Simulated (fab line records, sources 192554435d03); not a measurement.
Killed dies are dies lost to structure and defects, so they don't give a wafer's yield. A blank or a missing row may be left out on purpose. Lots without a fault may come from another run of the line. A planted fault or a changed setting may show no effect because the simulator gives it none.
Chamber matching | flow n5_finfet | N5_STI_FIN_REVEAL_STRIP_24 on rie_diel-03: 4 sister chambers
The step strips in N2/H2, time 90 s. 4 wafers are shown with their chamber, then 8 later ones without.

WAFERS WITH THEIR CHAMBER
wafer  | chamber | showerhead_plenum_p_Torr (Torr)
L081.5 | 1       | 3.26
L091.1 | 3       | 3.37
L091.2 | 0       | 3.47
L092.1 | 2       | 3.57

WAFERS WITHOUT THEIR CHAMBER
wafer  | showerhead_plenum_p_Torr (Torr)
L092.2 | 3.47
L092.3 | 3.37
L093.3 | 3.37
L093.4 | 3.47
L093.6 | 3.37
L094.1 | 3.57
L094.4 | 3.24
L094.6 | 3.57

WHICH CHAMBER EACH WENT THROUGH
wafer  | from the rows above | in truth
L092.2 | 0                   | 0
L092.3 | 3                   | 3
L093.3 | 3                   | 3
L093.4 | 0                   | 0
L093.6 | 3                   | 3
L094.1 | 2                   | 2
L094.4 | 1                   | 1
L094.6 | 2                   | 2
Placed correctly: 8 of 8. Can't be placed from these rows: 0. Placed wrongly: 0.
How it was worked out, from the rows above alone: a wafer's distance from a chamber is the root of the sum, over the readings, of the square of ((its reading less the chamber's mean) divided by the reading's scatter). The wafer belongs to the nearest chamber; if the next one is less than 2 further off, it can't be placed. A chamber's mean is the mean of its shown wafers. The scatter: with one shown wafer a chamber, the root of the mean of the squares of how far each hidden wafer lies from its nearest shown one.
